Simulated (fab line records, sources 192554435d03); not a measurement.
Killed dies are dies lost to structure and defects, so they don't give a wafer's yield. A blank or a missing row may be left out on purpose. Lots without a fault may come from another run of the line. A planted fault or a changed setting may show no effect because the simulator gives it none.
fab line records | flow n5_finfet
record lots=7 wafers=21
route steps=1938 shown BEOL_M8@1359 BEOL_M9@1446 BEOL_M10@1509
start_h: hours from the record's first day to the start of the lot's first wafer shown | wait_h: hours since the lot's step before | " the same as in the row above | L1.1+2: a row that stands for several wafers | - no value, or no start given | * or withheld: withheld | < > ~ a bound
route shown NAME@n: a module of which the file shows steps, and the number in the route of the first | usual: mean/standard deviation of fault-free wafers | same: alike in all rows | chamber/n: place in a boat | sites: the reading at each site | _std_site: their standard deviation | _edge_site: outer sites' mean less inner sites' | radius_mm: how far each site lies from the wafer's centre | mask NAME#n: copy n | behind: the tool/chamber that last shaped the wafer | hold: why the lot was held/for how many hours/how that ended | device: the transistor (n, p or np) that didn't switch | end of line: the same wafers' tests at the end of the route | a step without rows: its recipe alone | killed: dies lost to structure and defects at the first sort, not the wafer's yield | map: a wafer's dies, x killed, . not, _ none there
set.NAME: the setting as run; set.NAME@STEP: as run at that earlier step | model.NAME: the simulator's own value behind a step, which no gauge read
lots whose settings were changed on purpose; a table a step, a row a wafer
## steps
# step N5_BEOL_M8_COAT_22
# recipe resist=CAR-EUV spin_rpm=1500 resist_thk_nm=30
# columns lot.wafer tool chamber start_h wait_h set.spin_rpm model.CAR-EUV_of_BEOL_M8_COAT_22.thk_nm
L074.1+2+6 litho_track-05 0 - - 1500 30
L075.1 litho_track-02 0 - - 1500 29.8
L075.2+3 " 0 " " 1500 30
L084.2 litho_track-02 0 - - 1362 31.4
L084.3 " 0 " " 1500 29.8
L084.6 " 0 " " 1500 30
L082.2 litho_track-03 0 - - 1500 30
L082.3+5 " 0 " " 1553 29.6
L087.1+2 litho_track-05 0 - - 1394 31
L087.5 " 0 " " 1500 30
L085.1 litho_track-02 0 - - 1409 30.8
L085.4+6 " 0 " " 1500 30
L097.1+2+5 litho_track-02 0 - - 1500 30
# step N5_BEOL_M8_EBR_24
# recipe solvent=PGMEA ebr_width_mm=1.5
# step N5_BEOL_M8_SOFTBAKE_23
# recipe temp_c=110 time_s=60 resist=CAR-EUV
# step N5_BEOL_M8_DESCUM_33
# recipe chemistry=O2 time_s=7 source_power_w=50 bias_power_w=20 pressure_mtorr=20 rf_frequency_hz=2.712e+07 temp_c=40 resist=CAR-EUV o2_flow_sccm=225
# step N5_BEOL_M8_ETCH_72
# recipe chemistry=N2/H2 target=underlayer target_depth_a=65 mask_material=CAR-EUV time_s=5.2 ion_energy_ev=200 pressure_mtorr=30 source_w=840 bias_w=150 n2_flow_sccm=200 h2_flow_sccm=200 ends=cleared
# step N5_BEOL_M8_ETCH_65
# recipe chemistry=CF4 target=SiARC target_depth_a=156 mask_material=CAR-EUV time_s=26 ion_energy_ev=80 pressure_mtorr=40 source_w=545 bias_w=36 Ar_flow_sccm=100 cf4_flow_sccm=100 ends=cleared
# columns lot.wafer tool chamber start_h wait_h set.spin_rpm@BEOL_M8_COAT_22 model.CAR-EUV_of_BEOL_M8_COAT_22.thk_nm
L074.1+6 rie_diel-03 0 206.30 0.0 1500 11.2
L074.2 " 2 " " 1500 11
L075.1+2 rie_diel-06 0,1 239.03 0.0 1500 11
L075.3 " 2 " " 1500 11.2
L084.2 rie_diel-03 2 288.57 0.0 1362 12.6
L084.3+6 " 0 " " 1500 11
L082.2 rie_diel-06 2 288.91 0.0 1500 11.2
L082.3+5 " 0,1 " " 1553 10.6
L087.1+2 rie_diel-06 3,1 289.31 0.0 1394 12.2
L087.5 " 2 " " 1500 11.2
L085.1 rie_diel-06 3 298.69 0.0 1409 12
L085.4 " 0 " " 1500 11
L085.6 " 3 " " 1500 11.2
L097.1+5 rie_diel-01 0,3 364.69 0.0 1500 11.2
L097.2 " 1 " " 1500 11
# step N5_BEOL_M9_TRENCH_ETCH_37
# recipe chemistry=C4F6/O2 target_depth_a=1514.3 target=SiCOH_lowk time_s=49 ion_energy_ev=250 pressure_mtorr=30 source_w=345 bias_w=185 Ar_flow_sccm=300 C4F6_flow_sccm=10 O2_flow_sccm=10
# columns lot.wafer tool chamber start_h wait_h set.time_s model.etch.depth_nm model.BEOL_M9.feature_depth_nm model.TiN_of_BEOL_M9_HM_DEP_02.thk_nm
L074.1 rie_diel-04 2 - - 49 152.1 152.2 16
L074.2 " 1 " " 49 150.7 150.8 16.2
L074.6 " 2 " " 49 150.6 150.6 16
L075.1 rie_diel-05 0 - - 49 149.1 149 15.6
L075.2 " 1 " " 49 152.7 152.8 15.8
L075.3 " 2 " " 49 153.4 153.4 15.6
L084.2 rie_diel-04 2 - - 49 151.4 151.4 15.8
L084.3 " 1 " " 49 149.6 149.6 16
L084.6 " 3 " " 44.39 138.4 138.4 16
L082.2 rie_diel-04 0 - - 42.4 129 129 16.6
L082.3 " 3 " " 49 153.8 153.8 16
L082.5 " 1 " " 49 151.1 151 16.2
L087.1 rie_diel-02 0 - - 38.38 116.2 116.2 16.6
L087.2 " 3 " " 49 150.2 150.2 15.6
L087.5 " 3 " " 38.38 117.5 117.6 16.4
L085.1 rie_diel-04 1 - - 46.18 142.1 142.2 16.2
L085.4 " 2 " " 49 151.4 151.4 16
L085.6 " 2 " " 46.18 142 142 16.2
L097.1 rie_diel-02 3 - - 53.14 162.1 162.2 15.4
L097.2 " 2 " " 49 150.6 150.6 15.8
L097.5 " 3 " " 49 150.3 150.4 15.8
# step N5_BEOL_M9_ETCH_41
# recipe chemistry=CH3F/O2 target=SiCN target_depth_a=366 taper_deg=2 time_s=70.1 ion_energy_ev=120 mask_material=TiN pressure_mtorr=30 source_w=395 bias_w=75 Ar_flow_sccm=150 CH3F_flow_sccm=30 O2_flow_sccm=20
# step N5_BEOL_M9_STRIP_80
# recipe chemistry=N2/H2 time_s=10 power_w=450 temp_c=40 pressure_mtorr=20 rf_frequency_hz=6e+07 bias_power_w=7 n2_flow_sccm=200 h2_flow_sccm=200
# step N5_BEOL_M9_OCD_MEAS_38
# usual trench_depth_nm=151.3/2.1
# columns lot.wafer tool chamber start_h wait_h set.time_s@BEOL_M9_TRENCH_ETCH_37 trench_depth_nm
L074.1 ocd-02 - 214.37 - 49 152.3
L074.2 " - " " 49 151.1
L074.6 " - " " 49 150.4
L075.1 ocd-02 - 250.08 - 49 148.7
L075.2 " - " " 49 152.6
L075.3 " - " " 49 153.0
L084.2 ocd-02 - 296.15 - 49 151.7
L084.3 " - " " 49 150.0
L084.6 " - " " 44.39 138.8
L082.2 ocd-01 - 296.91 - 42.4 128.7
L082.3 " - " " 49 154.2
L082.5 " - " " 49 150.8
L087.1 ocd-01 - 299.03 - 38.38 116.0
L087.2 " - " " 49 150.0
L087.5 " - " " 38.38 117.5
L085.1 ocd-01 - 307.70 - 46.18 142.1
L085.4 " - " " 49 151.1
L085.6 " - " " 46.18 141.6
L097.1 ocd-02 - 376.67 - 53.14 161.7
L097.2 " - " " 49 150.8
L097.5 " - " " 49 150.7
# step N5_BEOL_M9_HM_STRIP_39
# recipe chemistry=peroxide_tin_strip material=TiN target_depth_a=250 temp_c=50 time_s=158
# step N5_BEOL_M9_SRD_40
# recipe time_s=30 temp_c=23 rinse_liquid=diw dry=ipa_marangoni
# step N5_BEOL_M9_ECD_50
# recipe material=Cu target_thk_a=3180
# step N5_BEOL_M9_ANNEAL_51
# recipe temp_c=225 time_s=90 ambient=N2
# step N5_BEOL_M9_CMP_52
# recipe stop_on=SiCOH_lowk t_overpolish_s=7 down_force_psi=1 platen_rpm=50 clearing_platen_down_force_psi=1.5 clearing_platen_rpm=50 post_cmp_clean=cu_alkaline target_thk_nm=140 clearing_platen_pad_velocity_m_s=0.99484 pad_velocity_m_s=0.99484
# columns lot.wafer tool chamber start_h wait_h set.time_s@BEOL_M9_TRENCH_ETCH_37 model.Cu_of_BEOL_M9_ECD_50.thk_nm
L074.1 cmp-01 1 217.75 0.3 49 140
L074.2 " 0 " " 49 139.8
L074.6 " 1 " " 49 138.6
L075.3 cmp-01 3 252.47 0.2 49 141.8
L075.2 " 0 " " 49 142.2
L075.1 " 2 " " 49 137.8
L084.2 cmp-01 2 299.38 0.3 49 140.2
L084.3 " 3 " " 49 140.8
L084.6 " 0 " " 44.39 128.6
L082.3 cmp-03 2 300.16 0.2 49 143.4
L082.2 " 0 " " 42.4 118
L082.5 " 2 " " 49 140.6
L087.1 cmp-01 2 301.03 0.3 38.38 104.2
L087.2 " 0 " " 49 139.2
L087.5 " 2 " " 38.38 105.4
L085.4 cmp-03 1 311.03 0.2 49 140.6
L085.1 " 2 " " 46.18 131.2
L085.6 " 3 " " 46.18 130.8
L097.1 cmp-03 1 379.22 0.3 53.14 150.4
L097.2 " 2 " " 49 139.2
L097.5 " 3 " " 49 138.2
# step N5_BEOL_M9_THK_MEAS_53
# recipe thk_meas_gauge=xrf reads=Cu_of_BEOL_M9_ECD_50
# usual M9_THK=142.1/2.5
# columns lot.wafer tool chamber start_h wait_h set.time_s@BEOL_M9_TRENCH_ETCH_37 M9_THK[nm]
L074.1 film_metro-01 - 218.04 - 49 139.4
L074.2 " - " " 49 139.4
L074.6 " - " " 49 138.5
L075.1 film_metro-02 - 252.77 - 49 140.9
L075.2 " - " " 49 144.4
L075.3 " - " " 49 144.6
L084.2 film_metro-01 - 299.60 - 49 143.3
L084.3 " - " " 49 143.3
L084.6 " - " " 44.39 131.7
L082.2 film_metro-01 - 300.41 - 42.4 120.1
L082.3 " - " " 49 145.4
L082.5 " - " " 49 143.1
L087.1 film_metro-01 - 301.29 - 38.38 105.1
L087.2 " - " " 49 140.5
L087.5 " - " " 38.38 106.7
L085.1 film_metro-01 - 311.25 - 46.18 133.7
L085.4 " - " " 49 143.4
L085.6 " - " " 46.18 133.7
L097.1 film_metro-02 - 379.44 - 53.14 153.0
L097.2 " - " " 49 142.3
L097.5 " - " " 49 140.8
# step N5_BEOL_M9_PRE_CLEAN_55
# recipe gas=NH3 time_s=15 temp_c=withheld rf_power_w=300
# step N5_BEOL_M9_DEP_56
# recipe material=SiCN target_thk_a=150 temp_c=withheld precursor=3MS/NH3 pressure_torr=3 rf_w=202 time_s=26.5
# step N5_BEOL_M9_RS_MEAS_57
# recipe thk_meas_gauge=four-point-probe reads=Cu_of_BEOL_M9_ECD_50+Co_of_BEOL_M9_CVD_78+TaN_of_BEOL_M9_ALD_74
# usual M9_RS=0.1503/0.0026
# columns lot.wafer tool chamber start_h wait_h set.time_s@BEOL_M9_TRENCH_ETCH_37 M9_RS[ohm/sq]
L074.1 film_metro-02 - 218.18 0.1 49 0.1508
L074.2 " - " " 49 0.1510
L074.6 " - " " 49 0.1523
L075.1 film_metro-02 - 252.90 0.1 49 0.1535
L075.2 " - " " 49 0.1478
L075.3 " - " " 49 0.1490
L084.2 film_metro-01 - 299.74 0.1 49 0.1504
L084.3 " - " " 49 0.1499
L084.6 " - " " 44.39 0.1659
L082.2 film_metro-02 - 300.55 0.1 42.4 0.1823
L082.3 " - " " 49 0.1466
L082.5 " - " " 49 0.1499
L087.1 film_metro-01 - 301.42 0.1 38.38 0.2096
L087.2 " - " " 49 0.1518
L087.5 " - " " 38.38 0.2069
L085.1 film_metro-02 - 311.39 0.1 46.18 0.1615
L085.4 " - " " 49 0.1499
L085.6 " - " " 46.18 0.1625
L097.1 film_metro-01 - 379.58 0.1 53.14 0.1391
L097.2 " - " " 49 0.1518
L097.5 " - " " 49 0.1530
# step N5_BEOL_M10_VIA_ETCH_34
# recipe chemistry=C4F6/O2 target=SiCOH_lowk target_depth_a=1845 mask_material=SOC taper_deg=4 time_s=69.2 ion_energy_ev=250 pressure_mtorr=30 source_w=345 bias_w=185 Ar_flow_sccm=300 C4F6_flow_sccm=10 O2_flow_sccm=10
# columns lot.wafer tool chamber start_h wait_h set.time_s model.etch.depth_nm model.SOC_of_BEOL_M10_COAT_63.thk_nm
L074.1 rie_diel-06 2 224.85 0.0 69.2 182.4 91.8
L074.2 " 3 " " 77.95 212.9 90.4
L074.6 " 2 " " 69.2 181.7 91.6
L075.1 rie_diel-03 0 256.74 0.0 69.2 184.5 91.8
L075.2 " 2 " " 69.2 184.6 91.6
L075.3 " 1 " " 69.2 184.3 91.6
L084.2 rie_diel-01 3 302.53 0.0 69.2 188.2 92
L084.3 " 0 " " 75.69 205.6 91
L084.6 " 2 " " 69.2 185.9 91.6
L082.2 rie_diel-03 2 304.65 0.0 69.2 182.1 91.4
L082.3 " 1 " " 69.2 181.7 91.6
L082.5 " 3 " " 69.2 184.9 91.4
L087.1 rie_diel-03 1 307.69 0.0 69.2 181.4 92.2
L087.2 " 0 " " 69.2 185.7 92
L087.5 " 1 " " 69.2 181.9 91.8
L085.1 rie_diel-01 1 317.02 0.0 69.2 185 91.8
L085.4 " 0 " " 61.79 163.6 92.8
L085.6 " 3 " " 69.2 187.1 92
L097.1 rie_diel-03 2 383.01 0.0 69.2 181.9 92.8
L097.2 " 3 " " 69.2 183.8 92.6
L097.5 " 2 " " 61.77 163.4 93.4
# step N5_BEOL_M10_TRENCH_ETCH_37
# recipe chemistry=C4F6/O2 target_depth_a=1488.3 target=SiCOH_lowk time_s=48 ion_energy_ev=250 pressure_mtorr=30 source_w=345 bias_w=185 Ar_flow_sccm=300 C4F6_flow_sccm=10 O2_flow_sccm=10
# columns lot.wafer tool chamber start_h wait_h set.time_s model.etch.depth_nm model.BEOL_M10.feature_depth_nm
L074.1 rie_diel-06 2 - - 48 147.6 147.6
L074.2 " 3 " " 48 151.6 151.6
L074.6 " 2 " " 48 147.2 147.2
L075.1 rie_diel-03 0 - - 48 147 147
L075.2 " 2 " " 48 148 148
L075.3 " 1 " " 48 147.8 147.8
L084.2 rie_diel-01 3 - - 48 150.4 150.4
L084.3 " 0 " " 48 149.4 149.4
L084.6 " 2 " " 48 148.1 148
L082.2 rie_diel-03 2 - - 48 147.2 147.2
L082.3 " 1 " " 48 146.1 146
L082.5 " 3 " " 48 148.7 148.6
L087.1 rie_diel-03 1 - - 51.12 153.9 154
L087.2 " 0 " " 51.12 158.6 158.6
L087.5 " 1 " " 51.12 155.1 155.2
L085.1 rie_diel-01 1 - - 39.92 125.6 125.6
L085.4 " 0 " " 48 149.2 149.2
L085.6 " 3 " " 48 149.5 149.6
L097.1 rie_diel-03 2 - - 48 147.9 147.8
L097.2 " 3 " " 42.98 133.8 133.8
L097.5 " 2 " " 42.98 133.1 133.2
# step N5_BEOL_M10_ETCH_41
# recipe chemistry=CH3F/O2 target=SiCN target_depth_a=426 taper_deg=2 time_s=86 ion_energy_ev=120 mask_material=TiN pressure_mtorr=30 source_w=395 bias_w=75 Ar_flow_sccm=150 CH3F_flow_sccm=30 O2_flow_sccm=20
# step N5_BEOL_M10_STRIP_77
# recipe chemistry=N2/H2 time_s=10 power_w=450 temp_c=40 pressure_mtorr=20 rf_frequency_hz=6e+07 bias_power_w=7 n2_flow_sccm=200 h2_flow_sccm=200
# step N5_BEOL_M10_OCD_MEAS_38
# usual trench_depth_nm=148.3/1.9
# columns lot.wafer tool chamber start_h wait_h set.time_s@BEOL_M10_TRENCH_ETCH_37 trench_depth_nm
L074.1 ocd-02 - 225.14 - 48 147.6
L074.2 " - " " 48 151.4
L074.6 " - " " 48 147.5
L075.1 ocd-01 - 257.03 - 48 147.2
L075.2 " - " " 48 147.9
L075.3 " - " " 48 148.1
L084.2 ocd-02 - 302.82 - 48 150.4
L084.3 " - " " 48 149.8
L084.6 " - " " 48 147.9
L082.2 ocd-01 - 304.94 - 48 147.5
L082.3 " - " " 48 146.1
L082.5 " - " " 48 148.7
L087.1 ocd-01 - 307.97 - 51.12 154.1
L087.2 " - " " 51.12 158.6
L087.5 " - " " 51.12 155.1
L085.1 ocd-02 - 317.31 - 39.92 125.4
L085.4 " - " " 48 149.3
L085.6 " - " " 48 149.9
L097.1 ocd-01 - 383.29 - 48 148.1
L097.2 " - " " 42.98 134.2
L097.5 " - " " 42.98 133.4
# step N5_BEOL_M10_HM_STRIP_39
# recipe chemistry=peroxide_tin_strip material=TiN target_depth_a=250 temp_c=50 time_s=158
# step N5_BEOL_M10_SRD_40
# recipe time_s=30 temp_c=23 rinse_liquid=diw dry=ipa_marangoni
# step N5_BEOL_M10_ECD_50
# recipe material=Cu target_thk_a=3180
# step N5_BEOL_M10_ANNEAL_51
# recipe temp_c=225 time_s=90 ambient=N2
# step N5_BEOL_M10_CMP_52
# recipe stop_on=SiCOH_lowk t_overpolish_s=7 down_force_psi=1 platen_rpm=50 clearing_platen_down_force_psi=1.5 clearing_platen_rpm=50 post_cmp_clean=cu_alkaline target_thk_nm=140 clearing_platen_pad_velocity_m_s=0.99484 pad_velocity_m_s=0.99484
# columns lot.wafer tool chamber start_h wait_h set.time_s@BEOL_M10_TRENCH_ETCH_37 model.Cu_of_BEOL_M10_ECD_50.thk_nm
L074.1 cmp-03 3 227.80 0.3 48 138.8
L074.2 " 2 " " 48 142.6
L074.6 " 0 " " 48 138
L075.2 cmp-03 0 260.64 0.2 48 140.2
L075.3 " 1 " " 48 138.8
L075.1 " 2 " " 48 139.6
L084.2 cmp-01 3 305.53 0.2 48 143.6
L084.3 " 0 " " 48 141.8
L084.6 " 3 " " 48 140.6
L082.2 cmp-03 2 307.63 0.3 48 139.8
L082.3 " 3 " " 48 139.6
L082.5 " 0 " " 48 140.6
L087.2 cmp-01 1 311.39 0.2 51.12 151
L087.1 " 2 " " 51.12 145.8
L087.5 " 2 " " 51.12 147
L085.1 cmp-04 3 320.07 0.3 39.92 117.6
L085.4 " 2 " " 48 139.8
L085.6 " 3 " " 48 140.6
L097.1 cmp-01 0 385.64 0.3 48 139.2
L097.2 " 2 " " 42.98 126
L097.5 " 1 " " 42.98 124.6
# step N5_BEOL_M10_THK_MEAS_53
# recipe thk_meas_gauge=xrf reads=Cu_of_BEOL_M10_ECD_50
# usual M10_THK=141.9/2.3
# columns lot.wafer tool chamber start_h wait_h set.time_s@BEOL_M10_TRENCH_ETCH_37 M10_THK[nm]
L074.1 film_metro-01 - 228.09 - 48 138.7
L074.2 " - " " 48 142.6
L074.6 " - " " 48 136.9
L075.1 film_metro-02 - 260.89 - 48 142.4
L075.2 " - " " 48 142.0
L075.3 " - " " 48 141.0
L084.2 film_metro-01 - 305.82 - 48 146.8
L084.3 " - " " 48 144.3
L084.6 " - " " 48 143.3
L082.2 film_metro-01 - 307.85 - 48 141.9
L082.3 " - " " 48 140.8
L082.5 " - " " 48 142.0
L087.1 film_metro-01 - 311.68 - 51.12 146.8
L087.2 " - " " 51.12 152.5
L087.5 " - " " 51.12 148.6
L085.1 film_metro-01 - 320.37 - 39.92 118.7
L085.4 " - " " 48 141.1
L085.6 " - " " 48 141.8
L097.1 film_metro-01 - 385.94 - 48 140.7
L097.2 " - " " 42.98 128.8
L097.5 " - " " 42.98 126.6
# step N5_BEOL_M10_PRE_CLEAN_55
# recipe gas=NH3 time_s=15 temp_c=withheld rf_power_w=300
# step N5_BEOL_M10_DEP_56
# recipe material=SiCN target_thk_a=150 temp_c=withheld precursor=3MS/NH3 pressure_torr=3 rf_w=202 time_s=26.5
# step N5_BEOL_M10_RS_MEAS_57
# recipe thk_meas_gauge=four-point-probe reads=Cu_of_BEOL_M10_ECD_50+Co_of_BEOL_M10_CVD_75+TaN_of_BEOL_M10_ALD_74
# usual M10_RS=0.1505/0.0023
# columns lot.wafer tool chamber start_h wait_h set.time_s@BEOL_M10_TRENCH_ETCH_37 M10_RS[ohm/sq]
L074.1 film_metro-02 - 228.23 0.1 48 0.1522
L074.2 " - " " 48 0.1477
L074.6 " - " " 48 0.1531
L075.1 film_metro-02 - 261.03 0.1 48 0.1512
L075.2 " - " " 48 0.1505
L075.3 " - " " 48 0.1517
L084.2 film_metro-02 - 305.96 0.1 48 0.1465
L084.3 " - " " 48 0.1488
L084.6 " - " " 48 0.1500
L082.2 film_metro-02 - 307.99 0.1 48 0.1514
L082.3 " - " " 48 0.1511
L082.5 " - " " 48 0.1507
L087.1 film_metro-02 - 311.81 0.1 51.12 0.1442
L087.2 " - " " 51.12 0.1388
L087.5 " - " " 51.12 0.1431
L085.1 film_metro-01 - 320.50 0.1 39.92 0.1828
L085.4 " - " " 48 0.1512
L085.6 " - " " 48 0.1499
L097.1 film_metro-02 - 386.07 0.1 48 0.1517
L097.2 " - " " 42.98 0.1694
L097.5 " - " " 42.98 0.1716
## key
split step=N5_BEOL_M8_COAT_22 setting=spin_rpm stated=1500 by=wafer
response step=N5_BEOL_M8_COAT_22 reading=model.CAR-EUV_of_BEOL_M8_COAT_22.thk_nm change=-0.148 per=1% r=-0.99
response step=N5_BEOL_M8_ETCH_65 reading=model.CAR-EUV_of_BEOL_M8_COAT_22.thk_nm change=-0.16 per=1% r=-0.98
split step=N5_BEOL_M9_TRENCH_ETCH_37 setting=time_s stated=49 by=wafer
response step=N5_BEOL_M9_TRENCH_ETCH_37 reading=model.etch.depth_nm change=+1.54 per=1% r=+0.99
response step=N5_BEOL_M9_TRENCH_ETCH_37 reading=model.BEOL_M9.feature_depth_nm change=+1.54 per=1% r=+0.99
response step=N5_BEOL_M9_TRENCH_ETCH_37 reading=model.TiN_of_BEOL_M9_HM_DEP_02.thk_nm change=-0.0376 per=1% r=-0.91
response step=N5_BEOL_M9_OCD_MEAS_38 reading=trench_depth_nm change=+1.54 per=1% r=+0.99
response step=N5_BEOL_M9_CMP_52 reading=model.Cu_of_BEOL_M9_ECD_50.thk_nm change=+1.58 per=1% r=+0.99
response step=N5_BEOL_M9_THK_MEAS_53 reading=M9_THK change=+1.58 per=1% r=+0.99
response step=N5_BEOL_M9_RS_MEAS_57 reading=M9_RS change=-0.00238 per=1% r=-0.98
split step=N5_BEOL_M10_VIA_ETCH_34 setting=time_s stated=69.2 by=wafer
response step=N5_BEOL_M10_VIA_ETCH_34 reading=model.etch.depth_nm change=+2.12 per=1% r=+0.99
response step=N5_BEOL_M10_VIA_ETCH_34 reading=model.SOC_of_BEOL_M10_COAT_63.thk_nm change=-0.086 per=1% r=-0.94
split step=N5_BEOL_M10_TRENCH_ETCH_37 setting=time_s stated=48 by=wafer
response step=N5_BEOL_M10_TRENCH_ETCH_37 reading=model.etch.depth_nm change=+1.4 per=1% r=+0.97
response step=N5_BEOL_M10_TRENCH_ETCH_37 reading=model.BEOL_M10.feature_depth_nm change=+1.4 per=1% r=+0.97
response step=N5_BEOL_M10_OCD_MEAS_38 reading=trench_depth_nm change=+1.42 per=1% r=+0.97
response step=N5_BEOL_M10_CMP_52 reading=model.Cu_of_BEOL_M10_ECD_50.thk_nm change=+1.34 per=1% r=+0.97
response step=N5_BEOL_M10_THK_MEAS_53 reading=M10_THK change=+1.32 per=1% r=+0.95
response step=N5_BEOL_M10_RS_MEAS_57 reading=M10_RS change=-0.00188 per=1% r=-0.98
